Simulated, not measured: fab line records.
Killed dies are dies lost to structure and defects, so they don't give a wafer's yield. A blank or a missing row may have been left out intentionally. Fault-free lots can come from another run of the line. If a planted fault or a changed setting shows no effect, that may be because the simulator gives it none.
Which of the tools did it? + flow nand_harc + Sampling: 12 lots, 36 wafers, 3 of 1302 route steps

## WHAT EACH GAUGE READ, for each wafer
NHARC_P_GATE_CD_MEAS_91: target cd 2000 nm. Usual: cd_nm reads 1999.8 nm (standard deviation 1.9).
| lot  | measured     | on        | cd_nm (nm)           | flag |
|------|--------------|-----------|----------------------|------|
| L402 | day 5 22:53  | cd_sem-02 | 1999.9 1999.7 1999.5 |      |
| L403 | day 5 22:29  | cd_sem-01 | 2001.4 1996.8 1999.4 |      |
| L404 | day 6 09:58  | cd_sem-02 | 1997.1 1999.7 1997.6 |      |
| L405 | day 7 01:34  | cd_sem-01 | 2001.1 2001.8 2002.4 |      |
| L407 | day 7 16:40  | cd_sem-01 | 2004.1 2000.0 2001.0 |      |
| L408 | day 8 07:16  | cd_sem-02 | 2002.3 2002.7 1999.4 |      |
| L409 | day 8 13:16  | cd_sem-02 | 1997.9 2000.5 1999.7 |      |
| L411 | day 9 05:14  | cd_sem-03 | 1954.6 1956.1 1956.2 | OFF  |
| L415 | day 11 04:53 | cd_sem-01 | 1999.7 1999.7 2001.4 |      |
| L421 | day 13 17:13 | cd_sem-03 | 1999.0 1999.8 1997.9 |      |
| L423 | day 14 09:13 | cd_sem-03 | 1998.7 1996.6 1994.1 |      |
| L424 | day 15 02:56 | cd_sem-02 | 2001.2 2001.1 2001.3 |      |

## WHICH TOOL RAN EACH LOT (tool, then ch and the chambers of the sampled wafers, then the start)
| lot  | NHARC_P_GATE_ETCH_104              | NHARC_P_GATE_EXPOSE_88            |
|------|------------------------------------|-----------------------------------|
| L402 | rie_diel-04 ch 0,2,3, day 5 07:13  | krf_scanner-04 ch 0, day 5 22:44  |
| L403 | rie_diel-10 ch 0,1,2, day 5 07:27  | krf_scanner-01 ch 0, day 5 22:20  |
| L404 | rie_diel-09 ch 0,1,2, day 5 18:58  | krf_scanner-03 ch 0, day 6 09:49  |
| L405 | rie_diel-10 ch 1,2, day 6 10:11    | krf_scanner-01 ch 0, day 7 01:25  |
| L407 | rie_diel-10 ch 1,2,3, day 7 01:52  | krf_scanner-04 ch 0, day 7 16:31  |
| L408 | rie_diel-09 ch 1,2,3, day 7 14:38  | krf_scanner-03 ch 0, day 8 07:07  |
| L409 | rie_diel-09 ch 0,1, day 7 22:08    | krf_scanner-01 ch 0, day 8 13:06  |
| L411 | rie_diel-09 ch 2,3, day 8 13:53    | krf_scanner-01 ch 0, day 9 05:05  |
| L415 | rie_diel-10 ch 1,2,3, day 10 13:59 | krf_scanner-03 ch 0, day 11 04:44 |
| L421 | rie_diel-04 ch 2,3, day 13 02:03   | krf_scanner-04 ch 0, day 13 17:03 |
| L423 | rie_diel-10 ch 0,1,2, day 13 18:04 | krf_scanner-04 ch 0, day 14 09:04 |
| L424 | rie_diel-10 ch 1,2,3, day 14 11:58 | krf_scanner-03 ch 0, day 15 02:46 |
- NHARC_P_GATE_ETCH_104: etches the open film in CF4/CHF3, target depth 60 nm.
- NHARC_P_GATE_EXPOSE_88: exposes mask P HVN, target cd 2000 nm.

## AS READ BY THE TOOLS THEMSELVES (means over the sampled wafers that have a number; for cases with no such wafer, the mark the record gives instead)
NHARC_P_GATE_ETCH_104. Usual: drypump_motor_current_A 5.7 A, standard deviation 0.49; oes_product_au 0.954 a.u., standard deviation 0.021; rf_vpp_V 371.9 V, standard deviation 2.1; showerhead_plenum_p_Torr 1.61 Torr, standard deviation 0.058; throttle_valve_pct 16.803 %, standard deviation 0.0093.
| lot  | tool        | drypump_motor_current_A (A) | oes_product_au (a.u.) | rf_vpp_V (V) | showerhead_plenum_p_Torr (Torr) | throttle_valve_pct (%) | flag |
|------|-------------|-----------------------------|-----------------------|--------------|---------------------------------|------------------------|------|
| L402 | rie_diel-04 | 6.0                         | 0.943                 | 369.9        | 1.56                            | 16.807                 |      |
| L403 | rie_diel-10 | 5.6                         | 0.924                 | 371.3        | 1.60                            | 16.807                 |      |
| L404 | rie_diel-09 | 6.0                         | 0.975                 | 372.9        | 1.63                            | 16.809                 |      |
| L405 | rie_diel-10 | 5.5                         | 0.966                 | 371.0        | 1.58                            | 16.800                 |      |
| L407 | rie_diel-10 | 5.5                         | 0.966                 | 372.4        | 1.62                            | 16.790                 |      |
| L408 | rie_diel-09 | 5.8                         | 0.970                 | 373.0        | 1.65                            | 16.796                 |      |
| L409 | rie_diel-09 | 5.6                         | 0.964                 | 372.0        | 1.62                            | 16.798                 |      |
| L411 | rie_diel-09 | 6.1                         | 0.960                 | 373.8        | 1.65                            | 16.800                 |      |
| L415 | rie_diel-10 | 5.5                         | 0.943                 | 372.5        | 1.61                            | 16.801                 |      |
| L421 | rie_diel-04 | 5.3                         | 0.915                 | 372.4        | 1.62                            | 16.800                 |      |
| L423 | rie_diel-10 | 5.6                         | 0.950                 | 371.6        | 1.59                            | 16.807                 |      |
| L424 | rie_diel-10 | 5.5                         | 0.932                 | 372.1        | 1.61                            | 16.811                 |      |

## THE ANSWER, worked out from the rows above alone
Rule: a lot counts as off when the mean over its wafers that have a number is more than 3 standard deviations away from the usual mean. A lot without any number at a reading at which 4 lots or more have one is off too. The other lots that the step has rows for count as sound. Order of review: gauges by route order, followed by the tools' own readings, for which a lot's mean as printed above is used. The first step at which some lot is off is used, and at that step the reading that is off furthest; a lot without a number counts as furthest.
Off: L411 (NHARC_P_GATE_CD_MEAS_91, cd_nm).
A tool fits if, at a process step before that reading, it ran every lot that is off, and no sound lot after the first of them. Gauges at NHARC_P_GATE_CD_MEAS_91: tried the same way as those tools. 2 tools fit, rie_diel-09 at NHARC_P_GATE_ETCH_104 and krf_scanner-01 at NHARC_P_GATE_EXPOSE_88, so this cannot tell which one it is.

## WHAT THE SIMULATOR PUT IN
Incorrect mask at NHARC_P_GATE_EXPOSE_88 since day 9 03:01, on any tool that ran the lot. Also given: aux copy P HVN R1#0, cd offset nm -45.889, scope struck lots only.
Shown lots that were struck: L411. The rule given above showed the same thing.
